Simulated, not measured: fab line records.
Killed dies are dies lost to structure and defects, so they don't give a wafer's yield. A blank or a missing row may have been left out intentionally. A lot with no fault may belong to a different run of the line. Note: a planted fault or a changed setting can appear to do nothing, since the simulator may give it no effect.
Matching of chambers :: flow n5-finfet :: N5_BEOL_M1_CO_CAP_55 on cvd-co-01: 3 sister chambers
The step material Co, precursor CCTBA/H2, target thk 2 nm, time 102.1 s. 36 wafers are shown with their chamber, then 12 later ones without.

== WAFERS WITH THEIR CHAMBER ==
wafer: L074.2
chamber: 2
heater-power-w (W): 233
chamber-pressure-Torr (Torr): 30.06

wafer: L074.3
chamber: 0
heater-power-w (W): 211
chamber-pressure-Torr (Torr): 30.12

wafer: L074.4
chamber: 0
heater-power-w (W): 215
chamber-pressure-Torr (Torr): 30.17

wafer: L076.2
chamber: 2
heater-power-w (W): 234
chamber-pressure-Torr (Torr): 30.01

wafer: L076.5
chamber: 0
heater-power-w (W): 214
chamber-pressure-Torr (Torr): 29.96

wafer: L076.6
chamber: 1
heater-power-w (W): 205
chamber-pressure-Torr (Torr): 30.00

wafer: L079.3
chamber: 0
heater-power-w (W): 213
chamber-pressure-Torr (Torr): 30.04

wafer: L079.5
chamber: 0
heater-power-w (W): 207
chamber-pressure-Torr (Torr): 29.91

wafer: L079.6
chamber: 1
heater-power-w (W): 205
chamber-pressure-Torr (Torr): 29.89

wafer: L080.1
chamber: 2
heater-power-w (W): 224
chamber-pressure-Torr (Torr): 29.98

wafer: L080.4
chamber: 1
heater-power-w (W): 198
chamber-pressure-Torr (Torr): 29.97

wafer: L080.5
chamber: 0
heater-power-w (W): 209
chamber-pressure-Torr (Torr): 30.01

wafer: L081.2
chamber: 0
heater-power-w (W): 216
chamber-pressure-Torr (Torr): 29.87

wafer: L081.4
chamber: 2
heater-power-w (W): 229
chamber-pressure-Torr (Torr): 30.03

wafer: L081.6
chamber: 0
heater-power-w (W): 205
chamber-pressure-Torr (Torr): 30.14

wafer: L083.4
chamber: 2
heater-power-w (W): 230
chamber-pressure-Torr (Torr): 30.01

wafer: L083.5
chamber: 1
heater-power-w (W): 198
chamber-pressure-Torr (Torr): 29.95

wafer: L083.6
chamber: 0
heater-power-w (W): 203
chamber-pressure-Torr (Torr): 29.92

wafer: L085.2
chamber: 2
heater-power-w (W): 228
chamber-pressure-Torr (Torr): 29.95

wafer: L085.3
chamber: 0
heater-power-w (W): 207
chamber-pressure-Torr (Torr): 30.00

wafer: L085.6
chamber: 1
heater-power-w (W): 204
chamber-pressure-Torr (Torr): 30.07

wafer: L087.2
chamber: 1
heater-power-w (W): 206
chamber-pressure-Torr (Torr): 30.11

wafer: L087.3
chamber: 2
heater-power-w (W): 227
chamber-pressure-Torr (Torr): 30.06

wafer: L087.6
chamber: 2
heater-power-w (W): 234
chamber-pressure-Torr (Torr): 30.06

wafer: L090.1
chamber: 1
heater-power-w (W): 200
chamber-pressure-Torr (Torr): 30.07

wafer: L090.4
chamber: 2
heater-power-w (W): 232
chamber-pressure-Torr (Torr): 30.10

wafer: L090.6
chamber: 1
heater-power-w (W): 198
chamber-pressure-Torr (Torr): 29.95

wafer: L088.1
chamber: 0
heater-power-w (W): 214
chamber-pressure-Torr (Torr): 29.98

wafer: L088.2
chamber: 2
heater-power-w (W): 222
chamber-pressure-Torr (Torr): 29.87

wafer: L088.4
chamber: 2
heater-power-w (W): 227
chamber-pressure-Torr (Torr): 30.06

wafer: L089.1
chamber: 0
heater-power-w (W): 212
chamber-pressure-Torr (Torr): 30.02

wafer: L089.4
chamber: 0
heater-power-w (W): 214
chamber-pressure-Torr (Torr): 29.94

wafer: L089.6
chamber: 1
heater-power-w (W): 202
chamber-pressure-Torr (Torr): 29.94

wafer: L092.2
chamber: 2
heater-power-w (W): 231
chamber-pressure-Torr (Torr): 30.00

wafer: L092.4
chamber: 0
heater-power-w (W): 215
chamber-pressure-Torr (Torr): 29.82

wafer: L092.6
chamber: 1
heater-power-w (W): 198
chamber-pressure-Torr (Torr): 29.99

SIGNATURES, as means of the wafers listed above
reading: heater-power-w
chamber 0: 211.07
chamber 1: 201.40
chamber 2: 229.25
scatter within a chamber: 3.85

reading: chamber-pressure-Torr
chamber 0: 29.9929
chamber 1: 29.9940
chamber 2: 30.0158
scatter within a chamber: 0.0815
Rule: for a wafer and a chamber, the distance is found by dividing, reading by reading, the gap between the wafer's reading and the chamber's mean by the reading's scatter, squaring, summing and taking the root. The wafer belongs to the nearest chamber; if the next one is less than 2 further off, it can't be placed. The scatter is the square root of a quotient: the sum, over the shown wafers, of each reading's squared deviation from its chamber's mean, divided by wafers minus chambers.

== WAFERS WITHOUT THEIR CHAMBER ==
wafer: L093.1
heater-power-w (W): 205
chamber-pressure-Torr (Torr): 30.02

wafer: L093.5
heater-power-w (W): 195
chamber-pressure-Torr (Torr): 30.10

wafer: L093.6
heater-power-w (W): 231
chamber-pressure-Torr (Torr): 30.07

wafer: L094.2
heater-power-w (W): 201
chamber-pressure-Torr (Torr): 30.09

wafer: L094.3
heater-power-w (W): 232
chamber-pressure-Torr (Torr): 30.03

wafer: L094.5
heater-power-w (W): 232
chamber-pressure-Torr (Torr): 29.93

wafer: L095.1
heater-power-w (W): 219
chamber-pressure-Torr (Torr): 29.94

wafer: L095.2
heater-power-w (W): 198
chamber-pressure-Torr (Torr): 30.17

wafer: L095.4
heater-power-w (W): 214
chamber-pressure-Torr (Torr): 29.97

wafer: L097.2
heater-power-w (W): 230
chamber-pressure-Torr (Torr): 29.93

wafer: L097.3
heater-power-w (W): 217
chamber-pressure-Torr (Torr): 29.92

wafer: L097.6
heater-power-w (W): 199
chamber-pressure-Torr (Torr): 30.04

== EACH ONE'S CHAMBER ==
wafer: L093.1
from the rows above: can't be placed: 1 or 0
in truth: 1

wafer: L093.5
from the rows above: 1
in truth: 1

wafer: L093.6
from the rows above: 2
in truth: 2

wafer: L094.2
from the rows above: can't be placed: 1 or 0
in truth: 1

wafer: L094.3
from the rows above: 2
in truth: 2

wafer: L094.5
from the rows above: 2
in truth: 2

wafer: L095.1
from the rows above: can't be placed: 0 or 2
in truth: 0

wafer: L095.2
from the rows above: can't be placed: 1 or 0
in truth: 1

wafer: L095.4
from the rows above: 0
in truth: 0

wafer: L097.2
from the rows above: 2
in truth: 2

wafer: L097.3
from the rows above: can't be placed: 0 or 2
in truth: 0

wafer: L097.6
from the rows above: 1
in truth: 1
Placed correctly: 7 of 12. From these rows, 5 cannot be placed; in 5 the true chamber is one of the candidates. Number placed wrongly: 0.
